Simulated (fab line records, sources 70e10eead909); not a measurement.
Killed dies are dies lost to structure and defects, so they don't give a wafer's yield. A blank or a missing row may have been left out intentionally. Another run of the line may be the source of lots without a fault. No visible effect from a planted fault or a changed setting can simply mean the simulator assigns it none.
Struck lot and sound lot, side by side :: flow nand-harc :: 13 steps out of a route of 1159
Sound: the wafers L332.3, L332.4, L332.5. Wafers L340.2, L340.4, L340.5 were the ones struck. The cause is given at the end.
For every step that has rows: the tool of each side, followed by ch and its chambers, followed by its first start. Under that, the readings that differ: sound wafers :: struck wafers :: difference of the means :: sigmas: that difference in standard deviations of wafers without a fault.
alike: a reading whose means differ by less than 2 such deviations, as well as words and numbers matching on both sides. not compared: withheld readings; readings where some wafer has no value; bounds like >300 that might hide an equal value; numbers whose values overlap and for which the record gives no deviation.
A row with sigmas, a row that says differs or no value, or rows on one side alone: a step with any of these is where the two part. When numbers do not overlap yet have no deviation, they are printed without sigmas and do not part them. A reading that every wafer of one side lacks parts them only if that side has two wafers or more.

NHARC_P_CONTACT_CMP_24: polishes, t overpolish 30 s, target thk 200 nm.
  sound on cmp-02 ch 0,3, day 6 13:19; struck on cmp-04 ch 0,3, day 8 11:46
  alike: motor-current-A, overpolish-run-s, slurry-flow-ml-min, time-to-endpoint-s
then, 1 step without rows for these wafers: NHARC_P_CONTACT_SRD_26.
NHARC_P_CONTACT_INSPECT_27:
  struck on defect-inspect-01, day 8 12:10; sound on defect-inspect-01, day 6 13:43
  alike: raw-defect-count
then, 8 steps without rows for these wafers: NHARC_P_M0_DEP_00 (deposits SiOC, target thk 150 nm); NHARC_P_M0_DEHYDRATE_01 (time 120 s); NHARC_P_M0_HMDS_02 (time 30 s); NHARC_P_M0_COAT_33 (time 65 s); NHARC_P_M0_COAT_03 (resist thk 90 nm); NHARC_P_M0_SOFTBAKE_04 (time 55 s); NHARC_P_M0_EBR_05; NHARC_P_M0_EXPOSE_06 (exposes mask P M0, target cd 90 nm).
NHARC_P_M0_PEB_07: peb time 65 s.
  sound on litho-track-06 ch 0, day 6 14:32; struck on litho-track-06 ch 0, day 8 13:00
reading: heater-power-total-W (W)
sound: 156.0 156.0 157.1
struck: 147.9 147.8 147.9
difference: -8.5
sigmas: -20

reading: plate-temp-C (C)
sound: 99.81 99.88 99.63
struck: 96.14 96.21 96.28
difference: -3.56
sigmas: -25
then, 1 step without rows for these wafers: NHARC_P_M0_DEVELOP_08 (develop time 35 s).

== WHERE THEY PART ==
NHARC_P_M0_PEB_07 only, going by this record.

WHY: what the simulator had put in
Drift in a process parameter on litho-track-06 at NHARC_P_M0_PEB_07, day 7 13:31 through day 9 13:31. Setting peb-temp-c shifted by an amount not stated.
